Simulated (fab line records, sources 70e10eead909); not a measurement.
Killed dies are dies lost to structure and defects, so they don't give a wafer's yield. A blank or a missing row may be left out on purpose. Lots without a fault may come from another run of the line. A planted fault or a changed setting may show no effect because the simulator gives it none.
fab line records | flow nand_harc
record lots=12 wafers=36 last_day=26
route steps=1159 shown A_STAIRCASE@554 END@1159
lots that met no fault: from a run of the same line without faults
start_h: hours from the record's first day to the start of the lot's first wafer shown | wait_h: hours since the lot's step before | " the same as in the row above | L1.1+2: a row that stands for several wafers | - no value, or no start given | * or withheld: withheld | < > ~ a bound
route shown NAME@n: a module of which the file shows steps, and the number in the route of the first | usual: mean/standard deviation of fault-free wafers | same: alike in all rows | chamber/n: place in a boat | sites: the reading at each site | _std_site: their standard deviation | _edge_site: outer sites' mean less inner sites' | radius_mm: how far each site lies from the wafer's centre | mask NAME#n: copy n | behind: the tool/chamber that last shaped the wafer | hold: why the lot was held/for how many hours/how that ended | device: the transistor (n, p or np) that didn't switch | end of line: the same wafers' tests at the end of the route | a step without rows: its recipe alone | killed: dies lost to structure and defects at the first sort, not the wafer's yield | map: a wafer's dies, x killed, . not, _ none there
set.NAME: the setting as run; set.NAME@STEP: as run at that earlier step | model.NAME: the simulator's own value behind a step, which no gauge read
steps of the route over a sample of lots; a table a step, a row a wafer
services: from which hour (start_h, from the record's first day; less than 0 if before it) a tool's chamber was out of use, for how many hours, and why
## steps
# step NHARC_A_STAIRCASE_TRIM_18
# recipe time_s=211.2 o2_flow_sccm=500 ar_flow_sccm=0 bias_w=0 chemistry=O2
# usual drypump_motor_current_A=5.8/0.59 oes_product_au=1.000/0.011 rf_vpp_V=57.9/0.85 showerhead_plenum_p_Torr=3.53/0.13 throttle_valve_pct=17.035/0.0089
# columns lot.wafer tool chamber start_h wait_h drypump_motor_current_A oes_product_au rf_hours_counter_h rf_vpp_V showerhead_plenum_p_Torr throttle_valve_pct
L526.4 rie_diel-05 3 - - 6.7 0.993 24 56.6 3.37 17.026
L526.3 " 0 " " 6.5 1.016 24 58.6 3.38 17.038
L526.6 " 3 " " 6.6 0.983 - 57.6 3.37 17.044
L525.2 rie_diel-13 1 - - 6.4 0.997 57 57.5 3.56 17.061
L525.5 " 3 " " 5.0 1.004 - 57.6 3.68 17.029
L525.6 " 0 " " 6.1 0.988 - 58.1 3.30 17.023
L531.1 rie_diel-05 0 - - 6.5 1.002 38 57.8 3.38 17.036
L531.4 " 1 " " 5.2 1.010 41 57.3 3.62 17.020
L531.2 " 3 " " 6.6 1.005 37 57.9 3.36 17.035
L533.1 rie_diel-09 3 - - 4.8 1.006 8 58.5 3.57 17.013
L533.2 " 0 " " 5.7 1.009 8 58.6 3.69 17.039
L533.3 " 1 " " 5.7 1.008 8 56.8 3.63 17.037
L532.3 rie_diel-05 0 - - 6.5 1.009 40 57.8 3.38 17.023
L532.4 " 2 " " 5.3 1.008 43 57.1 3.57 17.043
L532.6 " 0 " " 6.5 1.010 - 58.4 3.38 17.037
L535.3 rie_diel-09 3 - - 4.8 0.996 9 57.6 3.57 17.039
L535.2 " 0 " " 5.7 1.004 9 57.1 3.69 17.036
L535.5 " 3 " " 4.8 0.995 - 58.3 3.57 17.043
L534.4 rie_diel-13 2 - - 6.0 0.985 1 58.5 3.64 17.014
L534.6 " 3 " " 5.0 1.004 - 58.1 3.67 17.034
L534.5 " 0 " " 6.1 0.987 - 58.2 3.30 17.036
L536.4 rie_diel-05 0 - - 6.5 1.011 48 57.3 3.37 17.027
L536.5 " 2 " " 5.3 1.024 - 58.3 3.57 17.030
L536.6 " 3 " " 6.6 1.004 - 57.7 3.36 17.036
L541.4 rie_diel-13 3 - - 5.0 1.012 15 58.5 3.67 17.020
L541.3 " 0 " " 6.1 1.008 15 56.7 3.29 17.025
L541.5 " 3 " " 5.0 1.011 - 57.8 3.67 17.046
L540.2 rie_diel-13 0 - - 6.1 1.000 15 57.1 3.29 17.025
L540.3 " 2 " " 6.0 0.997 16 56.5 3.63 17.036
L540.5 " 0 " " 6.1 1.006 - 58.3 3.29 17.034
L544.3 rie_diel-09 3 - - 4.8 0.981 25 57.3 3.56 17.037
L544.1 " 1 " " 5.7 0.980 32 57.2 3.62 17.051
L544.5 " 2 " " 5.7 1.007 - 58.0 3.58 17.038
L548.2 rie_diel-13 1 - - 6.4 1.001 32 57.9 3.54 17.028
L548.3 " 3 " " 5.1 1.003 36 58.3 3.65 17.048
L548.6 " 1 " " 6.4 1.008 - 57.0 3.54 17.057
# step NHARC_A_STAIRCASE_TRIM_24
# recipe time_s=211.2 o2_flow_sccm=500 ar_flow_sccm=0 bias_w=0 chemistry=O2
# usual drypump_motor_current_A=5.8/0.59 oes_product_au=1.000/0.011 rf_vpp_V=57.7/0.97 showerhead_plenum_p_Torr=3.53/0.13 throttle_valve_pct=17.036/0.0094
# columns lot.wafer tool chamber start_h wait_h drypump_motor_current_A oes_product_au rf_hours_counter_h rf_vpp_V showerhead_plenum_p_Torr throttle_valve_pct
L526.4 rie_diel-05 0 - - 6.5 1.004 24 56.6 3.38 17.035
L526.3 " 3 " " 6.7 0.991 24 57.0 3.37 17.035
L526.6 " 0 " " 6.5 1.013 - 57.6 3.38 17.033
L525.2 rie_diel-05 2 - - 5.3 1.006 31 57.5 3.58 17.038
L525.6 " 1 " " 5.2 1.003 - 56.8 3.62 17.049
L525.5 " 2 " " 5.3 1.006 - 57.3 3.58 17.017
L531.4 rie_diel-09 1 - - 5.8 1.003 9 58.1 3.63 17.050
L531.1 " 2 " " 5.7 1.007 9 58.3 3.59 17.041
L531.2 " 3 " " 4.8 1.005 8 58.6 3.57 17.020
L533.2 rie_diel-09 2 - - 5.8 0.998 9 57.2 3.59 17.048
L533.3 " 3 " " 4.8 1.006 8 57.4 3.57 17.046
L533.1 " 1 " " 5.8 0.992 9 56.4 3.63 17.025
L532.3 rie_diel-13 0 - - 6.2 0.976 1 56.9 3.30 17.028
L532.4 " 1 " " 6.5 0.985 1 60.4 3.55 17.051
L532.6 " 1 " " 6.4 0.980 - 56.6 3.55 17.047
L534.4 rie_diel-09 3 - - 4.8 0.992 10 57.9 3.57 17.031
L534.6 " 3 " " 4.8 0.985 - 57.8 3.57 17.040
L534.5 " 0 " " 5.7 1.002 - 59.1 3.69 17.026
L535.3 rie_diel-13 0 - - 6.1 0.986 1 56.7 3.30 17.029
L535.2 " 1 " " 6.4 0.998 1 58.0 3.55 17.053
L535.5 " 3 " " 5.0 1.013 - 58.3 3.67 17.051
L536.4 rie_diel-05 0 - - 6.5 1.009 49 59.0 3.37 17.047
L536.5 " 0 " " 6.5 1.011 - 58.6 3.37 17.026
L536.6 " 1 " " 5.3 0.994 - 57.8 3.61 17.032
L541.3 rie_diel-09 3 - - 4.8 0.991 19 58.5 3.56 17.044
L541.4 " 2 " " 5.7 1.019 27 59.0 3.58 17.034
L541.5 " 3 " " 4.7 0.984 - 57.8 3.56 17.049
L540.3 rie_diel-05 3 - - 6.6 1.001 58 57.9 3.35 17.031
L540.2 " 0 " " 6.5 1.008 58 58.2 3.37 17.040
L540.5 " 0 " " 6.5 1.004 - 57.6 3.37 17.037
L544.3 rie_diel-09 3 - - 4.8 0.991 25 58.1 3.56 17.042
L544.1 " 0 " " 5.7 1.004 31 56.0 3.67 17.031
L544.5 " 1 " " 5.8 0.994 - 56.4 3.62 17.033
L548.3 rie_diel-13 3 - - 5.0 1.019 37 58.0 3.65 17.038
L548.2 " 1 " " 6.4 1.003 32 56.2 3.54 17.031
L548.6 " 0 " " 6.1 0.985 - 57.4 3.28 17.023
# step NHARC_A_STAIRCASE_ETCH_25
# recipe target_depth_a=1000 time_s=40.5 ion_energy_ev=400 c4f8_flow_sccm=20 o2_flow_sccm=10 ar_flow_sccm=withheld rf_w=600 bias_w=1000 chemistry=C4F8/O2
# usual oes_product_au=0.942/0.014 rf_fwd_power_W=591/3.2 rf_vpp_V=896/4.6
# columns lot.wafer tool chamber start_h wait_h oes_product_au rf_fwd_power_W rf_hours_counter_h rf_vpp_V
L526.3 rie_diel-05 0 245.14 - 0.953 595 24 891
L526.4 " 3 " " 0.944 591 24 889
L526.6 " 0 " " 0.967 597 - 891
L525.2 rie_diel-05 0 255.21 - 0.953 591 28 891
L525.6 " 2 " " 0.952 592 - 897
L525.5 " 3 " " 0.941 592 - 889
L531.2 rie_diel-09 1 284.23 - 0.947 590 9 899
L531.4 " 2 " " 0.945 584 9 897
L531.1 " 3 " " 0.930 590 8 898
L533.1 rie_diel-09 2 285.34 - 0.936 587 9 897
L533.2 " 3 " " 0.937 591 8 897
L533.3 " 0 " " 0.945 595 8 902
L532.3 rie_diel-13 2 286.67 - 0.926 587 1 899
L532.4 " 3 " " 0.953 594 1 903
L532.6 " 3 " " 0.945 591 - 900
L535.3 rie_diel-13 1 287.55 - 0.941 594 1 897
L535.2 " 2 " " 0.935 590 1 902
L535.5 " 3 " " 0.942 596 - 902
L534.4 rie_diel-09 1 287.76 - 0.921 590 10 900
L534.5 " 1 " " 0.923 589 - 899
L534.6 " 2 " " 0.936 587 - 898
L536.4 rie_diel-05 3 307.78 - 0.933 592 49 890
L536.6 " 1 " " 0.950 587 - 900
L536.5 " 2 " " 0.964 592 - 898
L541.4 rie_diel-09 2 327.73 - 0.806 587 27 898
L541.3 " 0 " " 0.799 597 26 900
L541.5 " 2 " " 0.806 585 - 899
L540.3 rie_diel-05 1 328.04 - 0.942 585 60 898
L540.2 " 2 " " 0.967 591 59 897
L540.5 " 1 " " 0.946 587 - 900
L544.3 rie_diel-09 1 342.48 - 0.785 588 32 899
L544.1 " 0 " " 0.802 598 31 900
L544.5 " 2 " " 0.792 585 - 897
L548.3 rie_diel-13 3 375.42 - 0.939 591 37 900
L548.2 " 0 " " 0.928 593 34 887
L548.6 " 0 " " 0.919 594 - 887
# step NHARC_A_STAIRCASE_TRIM_26
# recipe time_s=211.2 o2_flow_sccm=500 ar_flow_sccm=0 bias_w=0 chemistry=O2
# usual drypump_motor_current_A=5.8/0.58 oes_product_au=1.001/0.01 rf_vpp_V=57.8/0.91 showerhead_plenum_p_Torr=3.54/0.12 throttle_valve_pct=17.036/0.01
# columns lot.wafer tool chamber start_h wait_h drypump_motor_current_A oes_product_au rf_hours_counter_h rf_vpp_V showerhead_plenum_p_Torr throttle_valve_pct
L526.3 rie_diel-05 2 - - 5.3 1.011 27 58.5 3.58 17.029
L526.4 " 3 " " 6.6 0.991 24 55.6 3.37 17.033
L526.6 " 1 " " 5.2 0.997 - 58.5 3.62 17.026
L525.2 rie_diel-05 0 - - 6.5 1.002 28 56.4 3.38 17.032
L525.6 " 1 " " 5.2 0.998 - 58.6 3.62 17.041
L525.5 " 2 " " 5.3 1.014 - 58.1 3.58 17.026
L531.4 rie_diel-09 2 - - 5.8 1.001 9 57.5 3.59 17.015
L531.1 " 3 " " 4.8 0.999 8 57.0 3.57 17.031
L531.2 " 1 " " 5.8 0.990 9 57.5 3.63 17.026
L533.2 rie_diel-09 0 - - 5.7 1.015 8 57.8 3.69 17.028
L533.1 " 1 " " 5.8 0.986 9 58.3 3.63 17.037
L533.3 " 2 " " 5.7 1.007 9 58.0 3.59 17.038
L532.4 rie_diel-13 3 - - 5.0 1.013 1 57.9 3.68 17.039
L532.3 " 2 " " 6.0 0.990 1 57.3 3.64 17.032
L532.6 " 0 " " 6.1 0.980 - 57.2 3.30 17.045
L535.3 rie_diel-13 1 - - 6.4 0.998 1 59.3 3.55 17.034
L535.2 " 2 " " 6.0 1.001 2 58.5 3.64 17.041
L535.5 " 0 " " 6.1 0.999 - 57.3 3.30 17.037
L534.4 rie_diel-09 0 - - 5.7 1.009 10 57.9 3.69 17.026
L534.6 " 3 " " 4.8 0.992 - 56.3 3.57 17.045
L534.5 " 0 " " 5.6 1.014 - 58.3 3.69 17.051
L536.4 rie_diel-05 0 - - 6.6 1.008 49 58.0 3.37 17.039
L536.6 " 3 " " 6.6 0.995 - 56.8 3.36 17.030
L536.5 " 0 " " 6.5 1.013 - 56.2 3.37 17.034
L541.4 rie_diel-09 1 - - 5.8 1.003 27 58.2 3.62 17.037
L541.3 " 2 " " 5.7 1.017 27 57.8 3.58 17.046
L541.5 " 1 " " 5.8 0.997 - 57.2 3.62 17.031
L540.3 rie_diel-05 0 - - 6.6 1.008 58 57.7 3.37 17.046
L540.2 " 3 " " 6.7 1.000 58 58.0 3.35 17.037
L540.5 " 0 " " 6.6 1.009 - 58.4 3.37 17.041
L544.3 rie_diel-09 1 - - 5.7 0.994 32 58.2 3.62 17.031
L544.1 " 3 " " 4.8 0.992 25 56.9 3.56 17.035
L544.5 " 2 " " 5.7 1.016 - 56.3 3.58 17.043
L548.3 rie_diel-13 2 - - 6.0 0.993 36 59.3 3.62 17.023
L548.2 " 3 " " 5.0 1.006 37 58.9 3.65 17.049
L548.6 " 3 " " 5.0 1.019 - 57.6 3.65 17.061
# step NHARC_END_SORT_01
# recipe temp_c=25
# usual killed_at_array=28/9.1 killed_at_other=0.6/0.87 killed_at_periphery=3.4/2.7 killed_dies=32/9 killed_open=3.2/1.9 killed_short=2.0/1.3
# same gross_dies=677
# columns lot.wafer tool chamber start_h wait_h hold killed_at_array killed_at_other killed_at_periphery killed_dies killed_open killed_short
L526.3 prober-01 0 441.31 3.1 - 13 2 3 18 3 3
L526.4 prober-01 0 442.11 3.4 - 20 1 5 26 8 3
L526.6 prober-01 0 443.70 4.0 - 17 1 6 24 6 1
L525.2 prober-02 0 452.83 2.8 - 28 0 1 29 2 1
L525.5 prober-02 0 455.26 3.7 - 20 0 1 21 3 3
L525.6 prober-02 0 456.07 4.0 - 34 0 4 38 3 0
L532.3 prober-02 0 487.77 3.1 - 19 1 10 30 4 1
L532.4 prober-02 0 488.56 3.4 - 20 0 3 23 3 2
L532.6 prober-02 0 490.14 4.0 - 23 0 2 25 4 2
L533.1 prober-02 0 493.99 2.6 - 26 1 1 28 3 1
L533.2 prober-02 0 494.79 2.8 - 25 1 4 30 4 1
L533.3 prober-02 0 495.59 3.1 - 33 1 1 35 2 4
L534.4 prober-02 0 504.45 3.4 - 28 0 1 29 2 1
L534.5 prober-02 0 505.25 3.7 - 24 1 2 27 1 2
L534.6 prober-02 0 506.06 4.0 - 24 1 4 29 4 5
L531.1 prober-02 0 509.88 2.5 - 35 0 5 40 2 2
L531.2 prober-02 0 510.68 2.8 - 35 0 9 44 4 1
L531.4 prober-02 0 512.28 3.4 - 38 1 7 46 7 1
L535.2 prober-02 0 534.11 2.8 - 21 1 0 22 0 3
L535.3 prober-02 0 534.90 3.1 - 28 0 4 32 1 2
L535.5 prober-02 0 536.49 3.7 - 26 0 3 29 1 4
L536.4 prober-02 0 543.51 3.4 - 49 0 0 49 3 1
L536.5 prober-02 0 544.32 3.7 - 36 0 3 39 7 1
L536.6 prober-02 0 545.13 4.1 - 38 0 1 39 3 1
L541.3 prober-02 0 550.57 3.1 await_dispo/2.4h/scrap 557 0 2 559 4 3
L541.4 prober-02 0 551.38 3.4 await_dispo/2.4h/scrap 578 0 0 578 1 0
L541.5 prober-02 0 552.18 3.7 await_dispo/2.4h/scrap 545 0 7 552 7 0
L540.2 prober-02 0 557.59 2.8 - 22 1 7 30 3 3
L540.3 prober-02 0 558.38 3.1 - 18 2 9 29 1 3
L540.5 prober-02 0 559.96 3.7 - 14 3 10 27 2 2
L544.1 prober-02 0 580.13 2.5 await_dispo/0.8h/scrap 569 2 3 574 5 0
L544.3 prober-02 0 581.75 3.1 await_dispo/0.8h/scrap 551 0 4 555 5 2
L544.5 prober-02 0 583.36 3.7 await_dispo/0.8h/scrap 557 0 4 561 0 3
L548.2 prober-02 0 612.21 2.8 - 43 0 1 44 3 4
L548.3 prober-02 0 613.02 3.1 - 34 0 3 37 4 3
L548.6 prober-02 0 615.45 4.1 - 25 0 3 28 2 1
# killed by level:class
L526.3 A_CHANNEL_HOLE_D1:chamber_film_flake=5 P_ZERO_WELL:chamber_film_flake=2 A_ZERO_WELL:chamber_film_flake=2 THIN_TSV:chamber_film_flake=2 P_M2:geometric_particle:open=1 A_ONON_D1:geometric_particle:short=1 A_SGD_CUT:geometric_particle:short=1 A_CONTACT:geometric_particle:short=1
L526.4 A_CHANNEL_HOLE_D1:chamber_film_flake=7 A_CONTACT:geometric_particle:open=5 A_STAIRCASE:chamber_film_flake=3 P_CONTACT:geometric_particle:open=2 P_ZERO_WELL:chamber_film_flake=2 A_STAIRCASE:geometric_particle:short=1 A_WL_FILL:geometric_particle:open=1 A_WL_FILL:geometric_particle:short=1
L526.6 A_CHANNEL_HOLE_D1:chamber_film_flake=8 A_STAIRCASE:chamber_film_flake=3 P_ZERO_WELL:chamber_film_flake=2 A_SLIT:chamber_film_flake=1 P_CONTACT:geometric_particle:open=1 P_M1:geometric_particle:open=1 P_M2:geometric_particle:open=1 A_CHANNEL_HOLE_D1:geometric_particle:open=1
L525.2 A_SLIT:chamber_film_flake=14 A_CHANNEL_HOLE_D1:chamber_film_flake=8 A_CONTACT:chamber_film_flake=2 A_CHANNEL_HOLE_D1:geometric_particle:open=1 A_WL_FILL:geometric_particle:open=1 A_WL_FILL:geometric_particle:short=1 P_STI:chamber_film_flake=1 A_STAIRCASE:chamber_film_flake=1
L525.5 A_SLIT:chamber_film_flake=10 A_CHANNEL_HOLE_D1:chamber_film_flake=3 A_WL_FILL:geometric_particle:short=2 A_CHANNEL_HOLE_D1:geometric_particle:open=1 A_CHANNEL_FILL_D1:geometric_particle:open=1 A_CHANNEL_FILL_D1:geometric_particle:short=1 A_CONTACT:geometric_particle:open=1 P_ZERO_WELL:chamber_film_flake=1
L525.6 A_SLIT:chamber_film_flake=13 A_CHANNEL_HOLE_D1:chamber_film_flake=9 A_CONTACT:chamber_film_flake=6 A_STAIRCASE:chamber_film_flake=5 P_CONTACT:geometric_particle:open=2 A_CONTACT:geometric_particle:open=1 P_ZERO_WELL:chamber_film_flake=1 P_STI:chamber_film_flake=1
L532.3 A_CONTACT:chamber_film_flake=8 P_M0:chamber_film_flake=7 A_STAIRCASE:chamber_film_flake=5 A_CHANNEL_HOLE_D1:chamber_film_flake=4 P_GATE:geometric_particle:open=1 P_CONTACT:geometric_particle:open=1 P_M2:geometric_particle:open=1 A_ONON_D1:geometric_particle:short=1
L532.4 A_CONTACT:chamber_film_flake=9 A_CONTACT:geometric_particle:open=3 P_M0:chamber_film_flake=3 A_CHANNEL_HOLE_D1:chamber_film_flake=3 A_STAIRCASE:chamber_film_flake=3 A_ONON_D1:geometric_particle:short=1 A_M0:geometric_particle:short=1
L532.6 A_CONTACT:chamber_film_flake=11 A_CHANNEL_HOLE_D1:chamber_film_flake=4 A_STAIRCASE:chamber_film_flake=3 A_CONTACT:geometric_particle:open=2 P_M0:geometric_particle:open=1 A_CHANNEL_FILL_D1:geometric_particle:short=1 A_M0:geometric_particle:open=1 A_M0:geometric_particle:short=1
L533.1 A_BONDPAD:chamber_film_flake=7 A_SLIT:chamber_film_flake=5 A_CHANNEL_HOLE_D1:chamber_film_flake=3 A_CONTACT:chamber_film_flake=3 A_CHANNEL_HOLE_D1:geometric_particle:open=2 A_STAIRCASE:chamber_film_flake=2 A_WL_FILL:chamber_film_flake=2 A_ONON_D1:geometric_particle:short=1
L533.2 A_SLIT:chamber_film_flake=7 A_CHANNEL_HOLE_D1:chamber_film_flake=5 A_BONDPAD:chamber_film_flake=4 A_CONTACT:chamber_film_flake=3 A_WL_FILL:chamber_film_flake=2 P_CONTACT:geometric_particle:open=1 P_M0:geometric_particle:open=1 A_ONON_D1:geometric_particle:short=1
L533.3 A_SLIT:chamber_film_flake=14 A_CONTACT:chamber_film_flake=7 A_CHANNEL_HOLE_D1:chamber_film_flake=3 A_STAIRCASE:chamber_film_flake=3 A_BONDPAD:chamber_film_flake=2 P_CONTACT:geometric_particle:open=1 A_ONON_D1:geometric_particle:short=1 A_CHANNEL_HOLE_D1:geometric_particle:short=1
L534.4 A_CHANNEL_HOLE_D1:chamber_film_flake=9 A_CONTACT:chamber_film_flake=9 A_STAIRCASE:chamber_film_flake=6 A_CHANNEL_FILL_D1:geometric_particle:open=1 A_CONTACT:geometric_particle:open=1 A_M0:geometric_particle:short=1 P_GATE:chamber_film_flake=1 A_WL_FILL:chamber_film_flake=1
L534.5 A_STAIRCASE:chamber_film_flake=8 A_CHANNEL_HOLE_D1:chamber_film_flake=7 A_CONTACT:chamber_film_flake=6 A_CONTACT:geometric_particle:short=1 A_M0:geometric_particle:short=1 STARTING-WAFER:geometric_particle:open=1 P_STI:chamber_film_flake=1 P_M0:chamber_film_flake=1
L534.6 A_STAIRCASE:chamber_film_flake=11 A_CHANNEL_HOLE_D1:chamber_film_flake=7 A_WL_FILL:geometric_particle:short=2 P_STI:geometric_particle:short=1 P_GATE:geometric_particle:short=1 P_M1:geometric_particle:open=1 P_M2:geometric_particle:open=1 A_ONON_D1:geometric_particle:open=1
L531.1 A_SLIT:chamber_film_flake=13 A_CHANNEL_HOLE_D1:chamber_film_flake=8 A_CONTACT:chamber_film_flake=8 A_CONTACT:geometric_particle:open=2 P_ZERO_WELL:chamber_film_flake=2 P_BONDPAD:chamber_film_flake=2 A_STAIRCASE:chamber_film_flake=2 P_CONTACT:geometric_particle:short=1
L531.2 A_SLIT:chamber_film_flake=17 A_CHANNEL_HOLE_D1:chamber_film_flake=8 A_CONTACT:chamber_film_flake=7 P_GATE:chamber_film_flake=2 P_BONDPAD:chamber_film_flake=2 P_GATE:geometric_particle:open=1 P_CONTACT:geometric_particle:open=1 A_ONON_D1:geometric_particle:open=1
L531.4 A_SLIT:chamber_film_flake=16 A_CHANNEL_HOLE_D1:chamber_film_flake=10 P_ZERO_WELL:chamber_film_flake=5 A_CONTACT:chamber_film_flake=4 A_CONTACT:geometric_particle:open=2 A_STAIRCASE:chamber_film_flake=2 P_CONTACT:geometric_particle:open=1 A_CHANNEL_FILL_D1:geometric_particle:short=1
L535.2 A_SLIT:chamber_film_flake=12 A_CHANNEL_HOLE_D1:chamber_film_flake=4 A_STAIRCASE:chamber_film_flake=2 A_SOURCE_PLATE:geometric_particle:short=1 A_CONTACT:geometric_particle:short=1 STARTING-WAFER:geometric_particle:short=1 A_WL_FILL:chamber_film_flake=1
L535.3 A_SLIT:chamber_film_flake=14 A_CHANNEL_HOLE_D1:chamber_film_flake=10 P_M0:chamber_film_flake=2 P_M0:geometric_particle:open=1 A_CHANNEL_FILL_D1:geometric_particle:short=1 A_BLC:geometric_particle:short=1 P_GATE:chamber_film_flake=1 A_WL_FILL:chamber_film_flake=1
L535.5 A_CHANNEL_HOLE_D1:chamber_film_flake=12 A_SLIT:chamber_film_flake=8 A_CHANNEL_FILL_D1:geometric_particle:short=2 P_GATE:chamber_film_flake=2 A_SGD_CUT:geometric_particle:short=1 A_WL_FILL:geometric_particle:open=1 A_M0:geometric_particle:short=1 P_BONDPAD:chamber_film_flake=1
L536.4 A_SLIT:chamber_film_flake=22 A_CHANNEL_HOLE_D1:chamber_film_flake=9 A_CONTACT:chamber_film_flake=7 A_STAIRCASE:chamber_film_flake=3 A_CHANNEL_FILL_D1:chamber_film_flake=2 A_SGD_CUT:chamber_film_flake=2 A_CHANNEL_FILL_D1:geometric_particle:short=1 A_WL_FILL:geometric_particle:open=1
L536.5 A_SLIT:chamber_film_flake=17 A_CHANNEL_HOLE_D1:chamber_film_flake=5 A_CONTACT:chamber_film_flake=5 A_M0:geometric_particle:open=3 A_STAIRCASE:chamber_film_flake=2 P_STI:geometric_particle:short=1 P_M0:geometric_particle:open=1 A_ONON_D1:geometric_particle:open=1
L536.6 A_SLIT:chamber_film_flake=12 A_CHANNEL_HOLE_D1:chamber_film_flake=11 A_SGD_CUT:chamber_film_flake=6 A_STAIRCASE:chamber_film_flake=3 A_CONTACT:chamber_film_flake=2 A_ONON_D1:geometric_particle:short=1 A_WL_FILL:geometric_particle:open=1 A_CONTACT:geometric_particle:open=1
L541.3 A_STAIRCASE:area_etch=520 A_SLIT:chamber_film_flake=13 A_CONTACT:chamber_film_flake=8 A_CHANNEL_HOLE_D1:chamber_film_flake=7 A_STAIRCASE:chamber_film_flake=3 A_SGD_CUT:geometric_particle:open=2 P_M0:geometric_particle:open=1 P_M0:geometric_particle:short=1
L541.4 A_STAIRCASE:area_etch=538 A_CONTACT:chamber_film_flake=11 A_SLIT:chamber_film_flake=11 A_CHANNEL_HOLE_D1:chamber_film_flake=10 A_M1:chamber_film_flake=3 A_STAIRCASE:chamber_film_flake=2 A_CHANNEL_HOLE_D1:geometric_particle:open=1 A_CHANNEL_FILL_D1:chamber_film_flake=1
L541.5 A_STAIRCASE:area_etch=506 A_SLIT:chamber_film_flake=17 A_CHANNEL_HOLE_D1:chamber_film_flake=10 A_CONTACT:chamber_film_flake=5 P_ZERO_WELL:chamber_film_flake=4 A_CONTACT:geometric_particle:open=3 A_STAIRCASE:chamber_film_flake=3 P_STI:geometric_particle:open=1
L540.2 A_CONTACT:chamber_film_flake=7 A_CHANNEL_HOLE_D1:chamber_film_flake=4 A_STAIRCASE:chamber_film_flake=4 P_M0:chamber_film_flake=3 A_WL_FILL:geometric_particle:open=2 P_STI:chamber_film_flake=2 P_M2:geometric_particle:short=1 A_ONON_D1:geometric_particle:short=1
L540.3 A_CONTACT:chamber_film_flake=7 A_STAIRCASE:chamber_film_flake=4 P_STI:chamber_film_flake=2 P_M0:chamber_film_flake=2 P_GATE:chamber_film_flake=2 P_CONTACT:chamber_film_flake=2 A_CHANNEL_HOLE_D1:chamber_film_flake=2 THIN_TSV:chamber_film_flake=2
L540.5 A_CHANNEL_HOLE_D1:chamber_film_flake=4 A_CONTACT:chamber_film_flake=4 A_STAIRCASE:chamber_film_flake=3 P_CONTACT:chamber_film_flake=3 P_M0:chamber_film_flake=3 THIN_TSV:chamber_film_flake=3 P_GATE:geometric_particle:open=2 P_STI:chamber_film_flake=2
L544.1 A_STAIRCASE:area_etch=529 A_CHANNEL_HOLE_D1:chamber_film_flake=12 A_SLIT:chamber_film_flake=11 A_STAIRCASE:chamber_film_flake=8 A_CONTACT:chamber_film_flake=6 STARTING-WAFER:geometric_particle:open=2 P_GATE:geometric_particle:open=1 A_CONTACT:geometric_particle:open=1
L544.3 A_STAIRCASE:area_etch=497 A_CHANNEL_HOLE_D1:chamber_film_flake=17 A_SLIT:chamber_film_flake=16 A_STAIRCASE:chamber_film_flake=6 A_CONTACT:chamber_film_flake=5 A_ONON_D1:geometric_particle:open=3 P_BONDPAD:chamber_film_flake=3 A_CHANNEL_FILL_D1:geometric_particle:short=2
L544.5 A_STAIRCASE:area_etch=513 A_SLIT:chamber_film_flake=17 A_CHANNEL_HOLE_D1:chamber_film_flake=11 A_STAIRCASE:chamber_film_flake=7 A_CONTACT:chamber_film_flake=4 P_GATE:chamber_film_flake=2 A_CHANNEL_FILL_D1:chamber_film_flake=2 P_M0:geometric_particle:short=1
L548.2 A_SLIT:chamber_film_flake=21 A_CHANNEL_HOLE_D1:chamber_film_flake=10 A_CHANNEL_FILL_D1:geometric_particle:short=2 A_CONTACT:geometric_particle:open=2 A_ZERO_WELL:chamber_film_flake=2 A_CONTACT:chamber_film_flake=2 A_SOURCE_PLATE:geometric_particle:short=1 A_CHANNEL_FILL_D1:geometric_particle:open=1
L548.3 A_SLIT:chamber_film_flake=16 A_CHANNEL_HOLE_D1:chamber_film_flake=8 A_CONTACT:chamber_film_flake=4 A_CONTACT:geometric_particle:open=2 P_GATE:geometric_particle:open=1 P_GATE:geometric_particle:short=1 A_ONON_D1:geometric_particle:short=1 A_CHANNEL_FILL_D1:geometric_particle:open=1
L548.6 A_SLIT:chamber_film_flake=15 A_CHANNEL_HOLE_D1:chamber_film_flake=5 A_CONTACT:chamber_film_flake=3 A_CHANNEL_FILL_D1:geometric_particle:open=2 P_GATE:chamber_film_flake=2 P_M0:geometric_particle:short=1
## services
# columns tool chamber start_h hours kind
rie_diel-09 0 233.48 - clean
rie_diel-09 1 233.48 - clean
rie_diel-09 2 233.48 - clean
rie_diel-09 3 233.48 - clean
rie_diel-09 - 254.22 9.0 pm
rie_diel-09 0 254.22 9.0 vent_cycle
rie_diel-09 1 254.22 9.0 vent_cycle
rie_diel-09 2 254.22 9.0 vent_cycle
rie_diel-09 3 254.22 9.0 vent_cycle
rie_diel-09 0 263.22 - clean
rie_diel-09 1 263.22 - clean
rie_diel-09 2 263.22 - clean
rie_diel-09 3 263.22 - clean
rie_diel-13 - 276.17 9.0 pm
rie_diel-09 0 287.76 - clean
rie_diel-09 1 287.76 - clean
rie_diel-09 2 287.76 - clean
rie_diel-09 3 287.76 - clean
rie_diel-09 0 312.48 - clean
rie_diel-09 1 312.48 - clean
rie_diel-05 - 340.63 9.0 pm
rie_diel-09 0 353.62 40.8 repair
rie_diel-09 2 354.77 10.6 repair
rie_diel-09 2 366.19 2.7 repair
## key
first_sign step=NHARC_A_STAIRCASE_ETCH_25 reading=oes_product_au direction=down sigmas=11 usual=0.942 struck=0.798
effect step=NHARC_END_SORT_01 reading=killed_dies direction=up sigmas=59 usual=32 struck=563
more_kills_born_at NHARC_A_STAIRCASE_ETCH_25@rie_diel-09=3103
met_at NHARC_A_STAIRCASE_ETCH_25
struck_lots L541,L544
later_rows_left_out L541.3,L541.4,L541.5,L544.1,L544.3,L544.5
tester_left_out L541,L544
not_acting_at NHARC_A_STAIRCASE_TRIM_18,NHARC_A_STAIRCASE_TRIM_24,NHARC_A_STAIRCASE_TRIM_26
onset_between 287.76 327.73
fault kind=process_parameter_drift tool=rie_diel-09 chamber=- onset_h=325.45 steps=NHARC_A_STAIRCASE_ETCH_25 channel=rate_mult offset=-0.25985 shape=step end_h=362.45
# tester_left_out: of these lots the tester's yield and bins aren't shown, on N5 and GAA mostly nor the transistor test; their killed dies are dies lost to structure and defects alone, not to doping, threshold or leakage, so they don't give the yield
# later_rows_left_out: the simulator's readings of these wafers behind a module that went badly wrong aren't trusted and aren't shown, but for the sort
